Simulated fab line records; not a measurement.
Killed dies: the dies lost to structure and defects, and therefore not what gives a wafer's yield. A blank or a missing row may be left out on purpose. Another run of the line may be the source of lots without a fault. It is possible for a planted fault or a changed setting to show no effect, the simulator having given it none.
A lot that was struck, set against a sound lot ; flow n5Finfet ; 39 out of 1938 route steps
Sound: the wafers L692.3, L692.4, L692.6. Wafers L693.2, L693.3, L693.6 were the ones struck. Last of all comes the cause.
Order at every step that has rows: each side's tool, ch and its chambers, its first start. Under that, the readings that differ: sound wafers ; struck wafers ; difference of the means ; sigmas: that difference in standard deviations of wafers without a fault.
alike: readings with means less than 2 such deviations apart, plus words and numbers identical on both sides. not compared: withheld readings, readings lacking a value on some wafer, bounds such as >300 that could conceal the same value, and numbers that have no deviation in the record and whose values overlap.
A row with sigmas, a row that says differs or no value, or rows on one side alone: a step with any of these is where the two part. Numbers that don't overlap but have no deviation are shown without sigmas and don't part them. A reading missing from all wafers of one side parts the sides only when that side holds two or more wafers.

first, 11 steps without rows for these wafers: N5_BEOL_M0_SAQP_ETCH_102 (etches SiO2 in CF4, target depth 4 nm, time 4.4 s); N5_BEOL_M0_SAQP_MANDREL_ETCH_103 (etches a-Si in HBr/Cl2, stops on SiCN, target depth 45 nm, bt time 10 s, time 27 s); N5_BEOL_M0_SAQP_RECESS_104 (chemistry HF/NH3, target SiO2, target depth 18 nm, afs cycles 3, sublimation time 60 s); N5_BEOL_M0_SAQP_COAT_105 (time 60 s, resist thk 100 nm); N5_BEOL_M0_SAQP_ETCH_106 (etches SOC in N2/H2, stops on SiNx, target depth 150 nm); N5_BEOL_M0_SAQP_ETCH_107 (etches SiNx in CH3F/O2, target depth 30 nm); N5_BEOL_M0_SAQP_STRIP_108 (strips in N2/H2); N5_BEOL_M0_SAQP_RECESS_109 (chemistry HF/NH3, target SiO2, target depth 3 nm, afs cycles 1, sublimation time 60 s); N5_BEOL_M0_SAQP_SPACER2_ALD_26 (deposits SiO2, target thk 15 nm, pulse time 1 s, purge time 2 s); N5_BEOL_M0_SAQP_SPACER2_ETCHBACK_27 (etches SiO2 in CHF3/O2, target depth 22.5 nm, time 11.25 s); N5_BEOL_M0_SAQP_MANDREL2_REMOVE_110 (chemistry HBr/Cl2/O2, target a-Si, stops on SiCN, bt time 10 s).
N5_BEOL_M0_SAQP_COAT_69: time 60 s, resist thk 90 nm.
  sound on lithoTrack-02 ch 0, day 8 19:51; struck on lithoTrack-05 ch 0, day 9 00:22
reading;sound;struck;difference;sigmas
spinSpeedRpm (rpm);1498.9 1499.8 1499.7;1463.7 1464.3 1462.9;-35.8;-40
model.SOC_of_BEOL_M0_SAQP_COAT_69.thkNm (nm);90.2 89.8 90;90.6 90.8 90.6;+0.7;
  alike: plateTempC
then, 15 steps without rows for these wafers: N5_BEOL_M0_SAQP_COAT_72 (time 60 s, resist thk 15 nm); N5_BEOL_M0_SAQP_COAT_87 (time 60 s, resist thk 5 nm); N5_BEOL_M0_SAQP_COAT_34 (resist thk 30 nm); N5_BEOL_M0_SAQP_EBR_36; N5_BEOL_M0_SAQP_SOFTBAKE_35 (time 60 s); N5_BEOL_M0_SAQP_EXPOSE_37 (exposes mask M0 CUT1, target cd 30 nm); N5_BEOL_M0_SAQP_PEB_38 (peb time 60 s); N5_BEOL_M0_SAQP_DEVELOP_39 (develop time 30 s); N5_BEOL_M0_SAQP_DESCUM_45 (chemistry O2, time 7 s); N5_BEOL_M0_SAQP_ETCH_88 (etches underlayer in N2/H2, target depth 6.5 nm, time 5.2 s); N5_BEOL_M0_SAQP_ETCH_73 (etches SiARC in CF4, target depth 19.5 nm, time 32.5 s); N5_BEOL_M0_SAQP_CUT_ETCH_46 (etches SOC in N2/H2, target depth 135 nm, overetch 27 nm, time 202.5 s); N5_BEOL_M0_SAQP_STRIP_74 (strips in N2/H2); N5_BEOL_M0_SAQP_STRIP_89 (strips in N2/H2); N5_BEOL_M0_SAQP_ALD_48 (deposits SiO2, target thk 20 nm, pulse time 1 s, co reactant pulse time 1 s).
N5_BEOL_M0_SAQP_ETCH_49: etches SiO2 in CF4/O2, target depth 37 nm.
  sound on rieDiel-02 ch 2,3, day 8 21:12; struck on rieDiel-04 ch 1,3, day 9 01:50
reading;sound;struck;difference;sigmas
throttleValvePct (%);15.87 15.76 15.88;15.98 16.21 16.19;+0.29;+2
model.SOC_of_BEOL_M0_SAQP_COAT_69.thkNm (nm);70.8 70.2 70.6;71.8 71.8 71.6;+1.2;
  alike: drypumpMotorCurrentA, oesProductAu, rfFwdPowerW, rfVppV, showerheadPlenumPTorr
  not compared: rfHoursCounterH
then, 8 steps without rows for these wafers: N5_BEOL_M0_SAQP_STRIP_75 (strips in CF4); N5_BEOL_M0_CUTY_COAT_50 (time 60 s, resist thk 15 nm); N5_BEOL_M0_CUTY_COAT_51 (resist thk 150 nm); N5_BEOL_M0_CUTY_EBR_52; N5_BEOL_M0_CUTY_SOFTBAKE_53 (time 60 s); N5_BEOL_M0_CUTY_EXPOSE_54 (exposes mask M0 ABLK); N5_BEOL_M0_CUTY_PEB_55 (peb time 60 s); N5_BEOL_M0_CUTY_DEVELOP_56 (develop time 30 s).
N5_BEOL_M0_CUTY_ETCH_63: etches SOC in N2/H2, target depth 82.7 nm, overetch 16.5 nm, time 124 s.
  sound on rieDiel-01 ch 0,1, day 8 21:56; struck on rieDiel-03 ch 2,3, day 9 02:30
reading;sound;struck;difference;sigmas
rfVppV (V);527.9 527.1 527.3;523.3 523.9 522.9;-4.1;-2
showerheadPlenumPTorr (Torr);2.71 2.65 2.65;2.55 2.50 2.50;-0.15;-2
model.etch.depthNm (nm);70.8 70.15 70.52;71.8 71.75 71.68;+1.3;
  alike: drypumpMotorCurrentA, oesProductAu, rfFwdPowerW, throttleValvePct
  not compared: rfHoursCounterH
-- the record jumps here: 2 days lie between the struck wafers' starts before and after (it left off in module BEOL_M0_CUTY and takes up again in module BEOL_M4, whose first step shown is number 1111 of the route) --
N5_BEOL_M4_RC_MEAS_101:
  sound on prober-02 ch 0, day 11 05:05; struck on prober-02 ch 0, day 11 12:35
  alike: DIBL_N, DIBL_P, IOFF_N, IOFF_P, ION_N, ION_P, SS_N, SS_P, VT_N, VT_P
after that, 1 step had no rows for these wafers: N5_PASSIVATION_PROBE_49.

WHERE THEY PART
Earliest at N5_BEOL_M0_SAQP_COAT_69; latest, in this record, at N5_BEOL_M0_CUTY_ETCH_63. Later steps at which nothing parts them and some readings are alike: N5_BEOL_M4_RC_MEAS_101.

WHY: whatever the simulator had introduced
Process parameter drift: lithoTrack-05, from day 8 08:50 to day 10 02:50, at N5_BEOL_M0_SAQP_COAT_69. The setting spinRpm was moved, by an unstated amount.
